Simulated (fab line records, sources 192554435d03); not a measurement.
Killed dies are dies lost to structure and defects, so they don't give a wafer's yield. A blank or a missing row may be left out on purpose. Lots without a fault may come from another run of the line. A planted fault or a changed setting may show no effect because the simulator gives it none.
fab line records | flow n5_finfet | part 1 of 2: steps 1 to 16 of 26
record lots=5 wafers=15 last_day=15
route steps=1938 shown FIN_CUT@161 STI_FIN_REVEAL@183
lots that met no fault: from a run of the same line without faults
start_h: hours from the record's first day to the start of the lot's first wafer shown | wait_h: hours since the lot's step before | " the same as in the row above | L1.1+2: a row that stands for several wafers | - no value, or no start given | * or withheld: withheld | < > ~ a bound
route shown NAME@n: a module of which the file shows steps, and the number in the route of the first | usual: mean/standard deviation of fault-free wafers | same: alike in all rows | chamber/n: place in a boat | sites: the reading at each site | _std_site: their standard deviation | _edge_site: outer sites' mean less inner sites' | radius_mm: how far each site lies from the wafer's centre | mask NAME#n: copy n | behind: the tool/chamber that last shaped the wafer | hold: why the lot was held/for how many hours/how that ended | device: the transistor (n, p or np) that didn't switch | end of line: the same wafers' tests at the end of the route | a step without rows: its recipe alone | killed: dies lost to structure and defects at the first sort, not the wafer's yield | map: a wafer's dies, x killed, . not, _ none there
set.NAME: the setting as run; set.NAME@STEP: as run at that earlier step | model.NAME: the simulator's own value behind a step, which no gauge read
lots at some steps of the route; a table a step, a row a wafer
services: from which hour (start_h, from the record's first day; less than 0 if before it) a tool's chamber was out of use, for how many hours, and why
## steps
# step N5_FIN_CUT_PEB_06
# recipe peb_temp_c=100 peb_time_s=60 resist=CAR-EUV
# columns lot.wafer tool chamber start_h wait_h
L074.1+2+3 litho_track-02 0 26.97 0.1
L078.2+4+5 litho_track-04 0 50.26 0.1
L082.4+5+6 litho_track-04 0 74.42 0.0
L083.1+4+6 litho_track-04 0 82.93 0.1
L086.2+3+6 litho_track-02 0 99.86 0.1
# step N5_FIN_CUT_DEVELOP_07
# recipe develop_time_s=30 developer=TMAH resist=CAR-EUV rinse_liquid=surfactant_rinse dry=air_spin dev_temp_c=23
# columns lot.wafer tool chamber start_h wait_h
L074.1+2+3 litho_track-02 0 - -
L078.2+4+5 litho_track-04 0 - -
L082.4+5+6 litho_track-04 0 - -
L083.1+4+6 litho_track-04 0 - -
L086.2+3+6 litho_track-02 0 - -
# step N5_FIN_CUT_CD_MEAS_08
# recipe target_cd_nm=29.1 landing_energy_ev=500 detector=se_inlens polarity=opening
# usual cd_nm=29.13/0.25
# columns lot.wafer tool chamber start_h wait_h cd_nm
L074.1 cd_sem-02 0 27.03 - 29.38
L074.2 " 0 " " 29.55
L074.3 " 0 " " 28.75
L078.2 cd_sem-01 0 50.32 - 29.36
L078.4 " 0 " " 28.81
L078.5 " 0 " " 28.97
L082.4 cd_sem-03 0 74.49 - 29.43
L082.5 " 0 " " 29.28
L082.6 " 0 " " 28.76
L083.1 cd_sem-02 0 83.00 - 29.21
L083.4 " 0 " " 29.03
L083.6 " 0 " " 29.63
L086.2 cd_sem-02 0 99.93 - 29.02
L086.3 " 0 " " 28.92
L086.6 " 0 " " 29.06
# step N5_FIN_CUT_OVL_MEAS_09
# recipe points_per_wafer=522
# usual FIN_CUT_OVL=0.3/0.69
# columns lot.wafer tool chamber start_h wait_h FIN_CUT_OVL[nm]
L074.1 overlay-01 0 27.06 0.0 -0.3
L074.2 " 0 " " 0.6
L074.3 " 0 " " 0.7
L078.2 overlay-01 0 50.36 0.0 0.5
L078.4 " 0 " " 0.4
L078.5 " 0 " " -0.1
L082.4 overlay-02 0 74.53 0.0 0.8
L082.5 " 0 " " 0.6
L082.6 " 0 " " 1.2
L083.1 overlay-01 0 83.03 0.0 0.5
L083.4 " 0 " " 0.0
L083.6 " 0 " " 0.1
L086.2 overlay-01 0 99.96 0.0 1.6
L086.3 " 0 " " 0.7
L086.6 " 0 " " 0.8
# step N5_FIN_CUT_INSPECT_10
# recipe mode=adi inspect_instrument=brightfield
# usual raw_defect_count=44/13
# columns lot.wafer tool chamber start_h wait_h raw_defect_count
L074.1 defect_inspect-02 - 27.13 0.1 42
L074.2 " - " " 52
L074.3 " - " " 34
L078.2 defect_inspect-01 - 50.41 0.0 41
L078.4 " - " " 32
L078.5 " - " " 35
L082.4 defect_inspect-02 - 74.58 0.0 31
L082.5 " - " " 26
L082.6 " - " " 26
L083.1 defect_inspect-01 - 83.09 0.1 34
L083.4 " - " " 46
L083.6 " - " " 37
L086.2 defect_inspect-02 - 100.02 0.0 57
L086.3 " - " " 42
L086.6 " - " " 56
# step N5_FIN_CUT_DESCUM_13
# recipe chemistry=O2 time_s=7 source_power_w=50 bias_power_w=20 pressure_mtorr=20 rf_frequency_hz=2.712e+07 temp_c=40 resist=CAR-EUV o2_flow_sccm=225
# usual drypump_motor_current_A=5.7/0.39 oes_product_au=0.77/0.082 rf_vpp_V=243.2/1.4 showerhead_plenum_p_Torr=2.11/0.071 throttle_valve_pct=20.43/0.25
# columns lot.wafer tool chamber start_h wait_h drypump_motor_current_A oes_product_au rf_hours_counter_h rf_vpp_V showerhead_plenum_p_Torr throttle_valve_pct
L074.1 rie_diel-01 0 27.17 0.0 5.4 0.86 38 244.2 2.15 20.72
L074.2 " 2 " " 5.6 0.76 137 242.8 2.08 19.97
L074.3 " 3 " " 5.9 0.87 58 244.3 2.23 20.40
L078.2 rie_diel-02 2 50.44 0.0 5.8 0.75 151 244.4 2.18 20.51
L078.4 " 2 " " 5.8 0.76 - 244.8 2.18 20.49
L078.5 " 3 " " 6.4 0.71 - 244.0 2.09 20.49
L082.4 rie_diel-06 0 74.62 0.0 5.9 0.71 220 244.2 2.08 20.55
L082.5 " 0 " " 5.9 0.71 - 243.7 2.08 20.55
L082.6 " 1 " " 5.5 0.69 - 242.5 2.08 20.37
L083.1 rie_diel-02 0 83.12 0.0 5.9 0.71 202 240.6 1.98 20.77
L083.4 " 1 " " 5.2 0.79 130 241.7 2.02 20.10
L083.6 " 2 " " 5.8 0.74 - 245.1 2.18 20.52
L086.2 rie_diel-06 0 100.08 0.1 5.9 0.70 227 243.3 2.08 20.56
L086.3 " 1 " " 5.5 0.68 214 241.9 2.08 20.36
L086.6 " 0 " " 5.9 0.70 - 242.1 2.08 20.58
# step N5_FIN_CUT_ETCH_30
# recipe chemistry=N2/H2 target=underlayer target_depth_a=130 mask_material=CAR-EUV time_s=10.4 ion_energy_ev=200 pressure_mtorr=30 source_w=840 bias_w=150 n2_flow_sccm=200 h2_flow_sccm=200 ends=cleared
# usual drypump_motor_current_A=5.7/0.39 etch_rf_on_time_s=10.38/0.26 oes_product_au=0.66/0.07 rf_vpp_V=524.2/2.4 showerhead_plenum_p_Torr=2.55/0.081 throttle_valve_pct=17.83/0.21
# columns lot.wafer tool chamber start_h wait_h drypump_motor_current_A etch_rf_on_time_s oes_product_au rf_hours_counter_h rf_vpp_V showerhead_plenum_p_Torr throttle_valve_pct
L074.1 rie_diel-01 0 27.20 0.0 5.4 10.19 0.74 38 525.4 2.57 17.84
L074.2 " 2 " " 5.6 10.36 0.65 137 523.4 2.56 17.77
L074.3 " 3 " " 5.9 10.34 0.75 58 528.7 2.67 17.55
L078.2 rie_diel-02 2 50.48 0.0 5.8 10.41 0.65 151 527.5 2.66 17.99
L078.4 " 2 " " 5.8 10.52 0.65 - 526.8 2.66 18.00
L078.5 " 3 " " 6.4 10.75 0.59 - 522.0 2.51 17.78
L082.4 rie_diel-06 0 74.65 0.0 5.9 10.44 0.61 220 523.3 2.50 17.95
L082.5 " 0 " " 5.9 10.40 0.61 - 523.0 2.50 17.95
L082.6 " 1 " " 5.5 10.39 0.59 - 523.7 2.54 17.86
L083.1 rie_diel-02 0 83.16 0.0 5.9 10.24 0.61 202 520.3 2.40 18.17
L083.4 " 1 " " 5.2 10.39 0.67 130 521.9 2.46 17.57
L083.6 " 2 " " 5.8 10.44 0.63 - 527.1 2.66 18.02
L086.2 rie_diel-06 0 100.11 0.0 5.9 10.22 0.61 227 522.5 2.50 17.98
L086.3 " 1 " " 5.5 10.07 0.60 214 523.2 2.53 17.86
L086.6 " 0 " " 5.9 10.12 0.62 - 523.0 2.50 17.97
# step N5_FIN_CUT_ETCH_20
# recipe chemistry=CF4 target=SiARC target_depth_a=260 mask_material=CAR-EUV time_s=43.3 ion_energy_ev=80 pressure_mtorr=40 source_w=545 bias_w=36 Ar_flow_sccm=100 cf4_flow_sccm=100 ends=cleared
# usual drypump_motor_current_A=5.7/0.39 etch_rf_on_time_s=43.2/0.86 mfc_ar_sccm=100.0/0.32 oes_product_au=0.66/0.07 rf_vpp_V=184.2/1.2 showerhead_plenum_p_Torr=2.15/0.067 throttle_valve_pct=15.60/0.24
# columns lot.wafer tool chamber start_h wait_h drypump_motor_current_A etch_rf_on_time_s mfc_ar_sccm oes_product_au rf_hours_counter_h rf_vpp_V showerhead_plenum_p_Torr throttle_valve_pct
L074.1 rie_diel-01 0 27.22 0.0 5.4 42.7 99.5 0.74 38 184.9 2.18 15.74
L074.2 " 2 " " 5.6 43.2 99.5 0.66 137 183.3 2.15 15.34
L074.3 " 3 " " 5.9 43.4 99.8 0.75 58 187.1 2.26 15.42
L078.2 rie_diel-02 2 50.50 0.0 5.8 43.7 99.5 0.65 151 185.8 2.22 15.66
L078.4 " 2 " " 5.8 43.3 99.5 0.64 - 186.9 2.22 15.64
L078.5 " 3 " " 6.4 44.9 100.3 0.59 - 184.1 2.13 15.62
L082.4 rie_diel-06 0 74.67 0.0 5.9 43.6 100.0 0.61 220 183.5 2.11 15.69
L082.5 " 0 " " 5.9 43.0 100.1 0.61 - 184.3 2.11 15.67
L082.6 " 1 " " 5.5 43.5 100.1 0.59 - 184.7 2.12 15.55
L083.1 rie_diel-02 0 83.18 0.0 5.9 42.7 100.3 0.61 202 182.9 2.04 16.08
L083.4 " 1 " " 5.1 42.6 100.1 0.67 130 183.0 2.06 15.27
L083.6 " 2 " " 5.8 43.5 100.0 0.64 - 184.7 2.22 15.68
L086.2 rie_diel-06 0 100.13 0.0 5.9 44.0 100.0 0.59 227 183.5 2.11 15.68
L086.3 " 1 " " 5.5 42.8 100.5 0.59 214 184.3 2.11 15.57
L086.6 " 0 " " 5.9 43.5 100.1 0.60 - 184.4 2.11 15.70
# step N5_FIN_CUT_ETCH_21
# recipe chemistry=N2/H2 target=SOC target_depth_a=2190 overetch_a=438 mask_material=SiARC temp_c=40 ion_energy_ev=100 bias_w=61 time_s=523.5 pressure_mtorr=30 source_w=850 n2_flow_sccm=200 h2_flow_sccm=200
# usual drypump_motor_current_A=5.7/0.39 oes_product_au=0.71/0.07 rf_vpp_V=240.8/1.3 showerhead_plenum_p_Torr=2.55/0.081 throttle_valve_pct=17.78/0.21
# columns lot.wafer tool chamber start_h wait_h drypump_motor_current_A oes_product_au rf_hours_counter_h rf_vpp_V showerhead_plenum_p_Torr throttle_valve_pct
L074.1 rie_diel-01 0 27.26 0.0 5.4 0.78 38 241.7 2.57 17.79
L074.2 " 2 " " 5.6 0.70 137 240.8 2.56 17.71
L074.3 " 3 " " 5.9 0.81 58 242.7 2.66 17.49
L078.2 rie_diel-02 2 50.54 0.0 5.8 0.70 151 241.6 2.66 17.95
L078.4 " 2 " " 5.8 0.69 - 242.9 2.66 17.95
L078.5 " 3 " " 6.4 0.64 - 240.7 2.51 17.76
L082.4 rie_diel-06 0 74.71 0.0 5.9 0.66 220 240.3 2.50 17.91
L082.5 " 0 " " 6.0 0.66 - 240.4 2.50 17.91
L082.6 " 1 " " 5.5 0.63 - 239.5 2.54 17.82
L083.1 rie_diel-02 0 83.21 0.0 5.9 0.65 202 240.5 2.40 18.13
L083.4 " 1 " " 5.2 0.72 130 240.1 2.46 17.53
L083.6 " 2 " " 5.8 0.69 - 241.8 2.66 17.98
L086.2 rie_diel-06 0 100.17 0.0 5.9 0.65 227 241.7 2.50 17.93
L086.3 " 1 " " 5.5 0.64 214 239.4 2.53 17.82
L086.6 " 0 " " 5.9 0.65 - 239.2 2.50 17.93
# step N5_FIN_CUT_STRIP_23
# recipe chemistry=N2/H2 temp_c=40 n2_flow_sccm=200 h2_flow_sccm=200 rf_frequency_hz=6e+07
# columns lot.wafer tool chamber start_h wait_h
L074.1+2+3 rie_diel-01 0,2,3 27.56 0.2
L078.2+4+5 rie_diel-02 2,2,3 50.84 0.2
L082.4+5+6 rie_diel-06 0,0,1 75.01 0.2
L083.1+4+6 rie_diel-02 0,1,2 83.52 0.2
L086.2+3+6 rie_diel-06 0,1,0 100.48 0.2
# step N5_FIN_CUT_STRIP_31
# recipe chemistry=N2/H2 temp_c=40 n2_flow_sccm=200 h2_flow_sccm=200 rf_frequency_hz=6e+07
# columns lot.wafer tool chamber start_h wait_h
L074.1+2+3 rie_diel-01 0,2,3 27.57 0.0
L078.2+4+5 rie_diel-02 2,2,3 50.85 0.0
L082.4+5+6 rie_diel-06 0,0,1 75.02 0.0
L083.1+4+6 rie_diel-02 0,1,2 83.53 0.0
L086.2+3+6 rie_diel-06 0,1,0 100.49 0.0
# step N5_FIN_CUT_STRIP_24
# recipe chemistry=CF4 resist=SiARC power_w=300 bias_power_w=75 pressure_mtorr=50 cf4_flow_sccm=150 rf_frequency_hz=6e+07
# usual drypump_motor_current_A=5.7/0.39 oes_product_au=0.76/0.076 rf_vpp_V=271.4/1.5 showerhead_plenum_p_Torr=1.80/0.06 throttle_valve_pct=13.58/0.24
# columns lot.wafer tool chamber start_h wait_h drypump_motor_current_A oes_product_au rf_hours_counter_h rf_vpp_V showerhead_plenum_p_Torr throttle_valve_pct
L074.1 rie_diel-01 0 27.58 0.0 5.4 0.84 39 271.4 1.83 13.71
L074.2 " 2 " " 5.6 0.76 137 271.7 1.80 13.31
L074.3 " 3 " " 5.9 0.87 58 273.8 1.90 13.43
L078.2 rie_diel-02 2 50.86 0.0 5.8 0.75 151 272.1 1.87 13.70
L078.4 " 2 " " 5.8 0.74 - 273.0 1.87 13.69
L078.5 " 3 " " 6.4 0.70 - 270.3 1.78 13.63
L082.4 rie_diel-06 0 75.03 0.0 5.9 0.70 220 270.9 1.77 13.72
L082.5 " 0 " " 5.9 0.71 - 271.9 1.77 13.70
L082.6 " 1 " " 5.5 0.68 - 269.8 1.76 13.53
L083.1 rie_diel-02 0 83.54 0.0 5.9 0.70 202 267.5 1.69 14.02
L083.4 " 1 " " 5.1 0.78 130 269.3 1.72 13.24
L083.6 " 2 " " 5.7 0.74 - 272.8 1.87 13.71
L086.2 rie_diel-06 0 100.50 0.0 5.9 0.70 227 271.6 1.77 13.73
L086.3 " 1 " " 5.5 0.68 214 270.7 1.76 13.54
L086.6 " 0 " " 5.9 0.70 - 270.2 1.77 13.73
# step N5_FIN_CUT_CUT_ETCH_26
# recipe chemistry=CH3F/O2 target=SiNx target_depth_a=390 mask_material=SOC time_s=55.7 pressure_mtorr=30 source_w=395 bias_w=73 Ar_flow_sccm=150 CH3F_flow_sccm=30 O2_flow_sccm=20 ion_energy_ev=120
# usual drypump_motor_current_A=5.7/0.39 mfc_ar_sccm=150.0/0.44 oes_ar_750_au=0.77/0.078 oes_f_703_au=0.78/0.08 oes_product_au=0.77/0.082 rf_vpp_V=295/3.9 showerhead_plenum_p_Torr=2.01/0.06 throttle_valve_pct=16.35/0.24
# columns lot.wafer tool chamber start_h wait_h drypump_motor_current_A mfc_ar_sccm oes_ar_750_au oes_f_703_au oes_product_au rf_hours_counter_h rf_vpp_V showerhead_plenum_p_Torr throttle_valve_pct
L074.1 rie_diel-01 0 27.60 0.0 5.4 150.2 0.85 0.85 0.86 39 301 2.04 16.51
L074.2 " 2 " " 5.6 150.2 0.77 0.78 0.76 137 295 2.01 16.10
L074.3 " 3 " " 5.9 150.9 0.87 0.88 0.87 59 296 2.11 16.17
L078.2 rie_diel-02 2 50.88 0.0 5.8 149.9 0.76 0.77 0.75 151 296 2.07 16.35
L078.4 " 2 " " 5.8 150.0 0.76 0.77 0.74 - 295 2.07 16.36
L078.5 " 3 " " 6.4 149.3 0.69 0.68 0.70 - 289 1.98 16.36
L082.4 rie_diel-06 0 75.05 0.0 5.9 150.1 0.72 0.73 0.70 220 294 1.97 16.40
L082.5 " 0 " " 5.9 149.8 0.72 0.73 0.71 - 294 1.97 16.43
L082.6 " 1 " " 5.5 150.0 0.70 0.70 0.68 - 303 1.98 16.32
L083.1 rie_diel-02 0 83.56 0.0 5.9 149.2 0.72 0.73 0.72 202 298 1.91 16.90
L083.4 " 1 " " 5.2 150.4 0.78 0.80 0.78 130 289 1.93 16.03
L083.6 " 2 " " 5.8 149.5 0.75 0.77 0.75 - 293 2.06 16.37
L086.2 rie_diel-06 0 100.52 0.0 5.9 149.8 0.71 0.73 0.69 227 294 1.97 16.42
L086.3 " 1 " " 5.5 150.3 0.69 0.71 0.69 214 299 1.98 16.34
L086.6 " 0 " " 5.9 150.1 0.71 0.72 0.69 - 294 1.97 16.41
# step N5_FIN_CUT_CUT_ETCH_27
# recipe chemistry=CHF3/O2 target=SiO2 target_depth_a=40 mask_material=SOC overetch_a=20 time_s=4.9 pressure_mtorr=30 source_w=650 bias_w=170 Ar_flow_sccm=200 CHF3_flow_sccm=50 O2_flow_sccm=5 ion_energy_ev=200
# usual CHF3_flow_sccm=49.99/0.15 drypump_motor_current_A=5.7/0.39 mfc_ar_sccm=199.9/0.63 oes_ar_750_au=0.77/0.078 oes_f_703_au=0.78/0.08 oes_product_au=0.61/0.061 rf_vpp_V=520/7 showerhead_plenum_p_Torr=2.42/0.07 throttle_valve_pct=18.82/0.25
# columns lot.wafer tool chamber start_h wait_h CHF3_flow_sccm drypump_motor_current_A mfc_ar_sccm oes_ar_750_au oes_f_703_au oes_product_au rf_hours_counter_h rf_vpp_V showerhead_plenum_p_Torr throttle_valve_pct
L074.1 rie_diel-01 0 27.65 0.0 50.04 5.4 199.7 0.85 0.86 0.67 39 528 2.45 19.01
L074.2 " 2 " " 49.98 5.6 200.2 0.77 0.77 0.60 137 519 2.42 18.58
L074.3 " 3 " " 49.97 5.9 200.2 0.88 0.89 0.69 59 520 2.54 18.64
L078.2 rie_diel-02 2 50.93 0.0 50.17 5.8 200.5 0.76 0.77 0.59 151 516 2.49 18.79
L078.4 " 2 " " 49.97 5.8 200.8 0.76 0.78 0.60 - 521 2.49 18.81
L078.5 " 3 " " 50.31 6.4 200.0 0.69 0.69 0.56 - 512 2.39 18.82
L082.4 rie_diel-06 0 75.10 0.0 50.07 5.9 199.2 0.71 0.73 0.56 220 518 2.38 18.86
L082.5 " 0 " " 50.16 5.9 198.1 0.72 0.73 0.57 - 516 2.38 18.86
L082.6 " 1 " " 50.22 5.5 201.4 0.70 0.71 0.55 - 531 2.39 18.76
L083.1 rie_diel-02 0 83.60 0.0 50.23 5.9 200.7 0.73 0.72 0.56 202 525 2.31 19.35
L083.4 " 1 " " 49.83 5.2 199.0 0.80 0.80 0.62 130 509 2.32 18.44
L083.6 " 2 " " 49.88 5.8 201.0 0.75 0.77 0.59 - 518 2.48 18.81
L086.2 rie_diel-06 0 100.56 0.0 49.80 5.9 200.1 0.71 0.72 0.56 227 518 2.38 18.88
L086.3 " 1 " " 50.12 5.5 199.9 0.69 0.70 0.55 214 531 2.39 18.79
L086.6 " 0 " " 50.04 5.9 200.4 0.71 0.72 0.56 - 517 2.38 18.88
# step N5_FIN_CUT_PRECLEAN_35
# recipe time_s=13.3 temp_c=45 pressure_torr=125 p_hf_torr=3 p_coreactant_torr=25 chemistry=vHF
# usual drypump_motor_current_A=5.97/0.29
# columns lot.wafer tool chamber start_h wait_h drypump_motor_current_A
L074.1 vapor_etch-01 1 27.72 0.1 5.98
L074.2 " 1 " " 5.98
L074.3 " 1 " " 5.99
L078.2 vapor_etch-02 1 50.99 0.0 5.66
L078.4 " 1 " " 5.65
L078.5 " 1 " " 5.66
L082.4 vapor_etch-02 0 75.19 0.1 6.41
L082.5 " 0 " " 6.40
L082.6 " 1 " " 5.65
L083.1 vapor_etch-02 0 83.67 0.0 6.41
L083.4 " 1 " " 5.65
L083.6 " 1 " " 5.67
L086.2 vapor_etch-02 1 100.63 0.0 5.64
L086.3 " 1 " " 5.63
L086.6 " 0 " " 6.41
# step N5_FIN_CUT_CUT_ETCH_15
# recipe chemistry=HBr/Cl2/O2 target=Si target_depth_a=1000 bt_time_s=10 mask_material=SOC time_s=42.4 ion_energy_ev=* bias_w=* pressure_mtorr=10 icp_w=800 HBr_flow_sccm=150 Cl2_flow_sccm=80 O2_flow_sccm=12
# usual drypump_motor_current_A=5.6/0.37 oes_product_au=0.996/0.014 throttle_valve_pct=37.1/0.31
# columns lot.wafer tool chamber start_h wait_h drypump_motor_current_A oes_product_au rf_hours_counter_h throttle_valve_pct
L074.1 rie_si-04 0 27.86 0.1 5.0 0.981 16 37.0
L074.2 " 1 " " 5.7 1.037 56 37.1
L074.3 " 2 " " 5.3 1.029 14 37.3
L078.2 rie_si-01 0 51.08 0.1 6.2 0.978 25 37.5
L078.4 " 2 " " 5.9 0.988 48 37.0
L078.5 " 1 " " 5.4 0.999 - 37.1
L082.4 rie_si-01 1 75.25 0.0 5.5 0.999 59 37.1
L082.5 " 2 " " 5.9 0.995 - 37.0
L082.6 " 3 " " 5.7 0.992 - 36.7
L083.1 rie_si-01 3 83.75 0.1 5.7 0.994 112 36.7
L083.4 " 0 " " 6.2 0.980 26 37.5
L083.6 " 1 " " 5.4 1.004 - 37.1
L086.2 rie_si-04 3 100.71 0.1 5.4 1.004 134 37.4
L086.3 " 0 " " 5.0 0.991 17 37.0
L086.6 " 1 " " 5.8 1.030 - 37.1
